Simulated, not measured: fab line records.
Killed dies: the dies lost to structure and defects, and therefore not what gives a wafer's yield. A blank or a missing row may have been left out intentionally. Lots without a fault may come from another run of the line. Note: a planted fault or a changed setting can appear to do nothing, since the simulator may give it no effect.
Split-lot experiment ; flow n5_finfet ; on a route of 1938 steps: 7 lots, 21 wafers read

## THE SPLIT ITSELF
At N5_BEOL_M4_ETCH_64 (etches SOC in N2/H2, target depth 75 nm, overetch 22.5 nm, time 121.9 s), the setting time_s was moved away from the recipe's 121.9 s on 9 of the 21 wafers read, by -11.6% to +21.6%. This setting was run at the recipe's value on the other wafers.

## FROM THE SPLIT TO THE READING: what the file shows between them, 3 steps
- N5_BEOL_M4_STRIP_65: strips in N2/H2
- N5_BEOL_M4_STRIP_75: strips in N2/H2
- N5_BEOL_M4_STRIP_66: strips in CF4

## THE READING
etch.depth_nm (the simulator's own value, which no gauge read), in nm, at N5_BEOL_M4_HM_OPEN_17 (chemistry Cl2/BCl3, target TiN, target depth 20 nm, overetch 6 nm). No usual value for it is given in the file. Average 20.11 nm, standard deviation 0.21 nm, over the 12 wafers here run with the recipe.

wafer;tool, chamber at the split;time_s as run, s;against the recipe;etch.depth_nm, nm;against lot-mates on the recipe
L074.1;rie_diel-03, 1;121.9;recipe;20.05;-
L074.4;rie_diel-03, 3;148.2;+21.6%;17.58;-2.40
L074.5;rie_diel-03, 0;121.9;recipe;19.91;-
L075.3;rie_diel-03, 2;107.7;-11.6%;19.95;-0.23
L075.4;rie_diel-03, 3;107.7;-11.6%;20.13;-0.05
L075.5;rie_diel-03, 0;121.9;recipe;20.18;-
L076.3;rie_diel-01, 2;141.2;+15.8%;18.46;no lot-mate on the recipe
L076.4;rie_diel-01, 3;141.2;+15.8%;18.04;no lot-mate on the recipe
L076.6;rie_diel-01, 2;141.2;+15.8%;17.92;no lot-mate on the recipe
L078.2;rie_diel-03, 0;143.1;+17.4%;18.05;-1.81
L078.5;rie_diel-03, 0;143.1;+17.4%;18.09;-1.77
L078.6;rie_diel-03, 1;121.9;recipe;19.86;-
L089.1;rie_diel-01, 3;121.9;recipe;20.04;-
L089.3;rie_diel-01, 0;134.3;+10.2%;19.44;-0.67
L089.4;rie_diel-01, 1;121.9;recipe;20.18;-
L091.2;rie_diel-04, 3,1;121.9;recipe;20.08;-
L091.3;rie_diel-04, 3,1;121.9;recipe;20.61;-
L091.4;rie_diel-04, 0;121.9;recipe;19.93;-
L092.1;rie_diel-04, 3;121.9;recipe;20.16;-
L092.2;rie_diel-04, 1;121.9;recipe;19.98;-
L092.4;rie_diel-04, 2;121.9;recipe;20.4;-
If several chambers appear in one row, that row covers several wafers at once and the file leaves open which wafer was in which chamber.

FIT RESULTS
A straight line over all 21 wafers: etch.depth_nm changes by -0.0925 nm for each +1% of time_s; r = -0.90; the points scatter about the line by 0.44 nm.
The same after taking each lot's own level away (the mean of its wafers on the recipe; 18 wafers): -0.0753 nm for each +1%; r = -0.86; scatter 0.42 nm.
That fit puts the effect of the largest move of time_s on the reading at 1.6 nm.
The lots' own levels span 19.860 to 20.207 nm, that is 1.7 times the standard deviation above.
Hence the slope depends on the lot-to-lot level, as the two fits are not the same.
Check: -1.55 nm against its lot-mates is what the line predicts for one of the wafers moved furthest among these (+21.6%) when that wafer is left out of the fit. Against them it came out at -2.4 nm.

## OTHER SPLITS APPLIED TO THESE WAFERS
Note: prior to the reading, these wafers also went through further splits. Each is held against what the fit with the lots' levels taken away leaves over:
other split on the same wafers;wafers away from the commonest value;r with etch.depth_nm (lot level and that fit taken away)
N5_BEOL_M3_COAT_67 spin_rpm;8;+0.58
N5_BEOL_M4_EXPOSE_08 dose_mj;6;+0.10

## FILE'S OWN FIT
etch.depth_nm changes by -0.0876 nm for each +1% of time_s, r = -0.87.
